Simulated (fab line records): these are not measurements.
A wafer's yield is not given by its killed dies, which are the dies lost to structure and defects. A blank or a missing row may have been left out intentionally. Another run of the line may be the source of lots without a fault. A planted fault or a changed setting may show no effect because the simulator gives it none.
Chamber matching -- flow n5 finfet -- N5_BEOL_M2_DEP_57 on pecvd-04 has 3 sister chambers
The step deposits SiCN from 3MS/NH3, target thk 8 nm, time 14 s. 16 wafers are shown with their chamber, then 8 later ones without.

## EACH WAFER AND ITS CHAMBER
wafer,chamber,throttle valve pct (%),showerhead plenum p Torr (Torr),chamber pressure Torr (Torr)
L075.1,0,9.3,3.673,3.000
L075.4,1,8.7,3.677,2.995
L075.5,1,8.6,3.680,2.999
L079.3,0,9.6,3.668,2.996
L079.4,1,8.6,3.673,3.000
L079.6,1,8.6,3.669,3.004
L081.2,1,8.6,3.664,2.998
L081.3,0,9.4,3.670,3.017
L081.5,0,9.7,3.669,2.999
L082.1,2,8.4,3.662,3.009
L082.4,0,9.4,3.671,2.996
L082.6,2,8.4,3.663,3.011
L083.1,1,8.7,3.674,2.996
L083.2,0,9.4,3.652,3.020
L083.6,2,8.4,3.656,3.000
L086.2,2,8.3,3.652,3.002

SIGNATURES (averages over the wafers above)
reading,chamber 0,chamber 1,chamber 2,scatter within a chamber
throttle valve pct,9.467,8.633,8.375,0.102
showerhead plenum p Torr,3.66717,3.67283,3.65825,0.00641
chamber pressure Torr,3.00467,2.99867,3.00550,0.00748
Rule: for each reading, subtract the chamber's mean from the wafer's reading, divide by that reading's scatter and square the result; add these up over the readings and take the root, which gives the wafer's distance from the chamber. If the next closest chamber is less than 2 further off than the closest, the wafer can't be placed; otherwise it belongs to the closest. How the scatter is found: for the shown wafers, subtract from each reading the mean of its chamber, square and add these, divide the total by (wafers less chambers), then take the root.

## WAFERS MISSING THEIR CHAMBER
wafer,throttle valve pct (%),showerhead plenum p Torr (Torr),chamber pressure Torr (Torr)
L086.3,9.4,3.661,2.998
L086.4,8.4,3.672,3.004
L084.2,8.8,3.663,3.008
L084.4,9.5,3.671,3.000
L084.5,8.7,3.674,2.998
L091.3,9.3,3.669,2.998
L091.4,9.5,3.655,3.002
L091.5,8.2,3.654,2.996

## WHICH CHAMBER EACH WENT THROUGH
wafer,from the rows above,in truth
L086.3,0,0
L086.4,can't be placed: 2 or 1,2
L084.2,can't be placed: 1 or 2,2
L084.4,0,0
L084.5,1,1
L091.3,0,0
L091.4,0,0
L091.5,2,2
Correct placement for 6 of the 8. From these rows, 2 cannot be placed; in 2 the true chamber is one of the candidates. 0 placed wrongly.
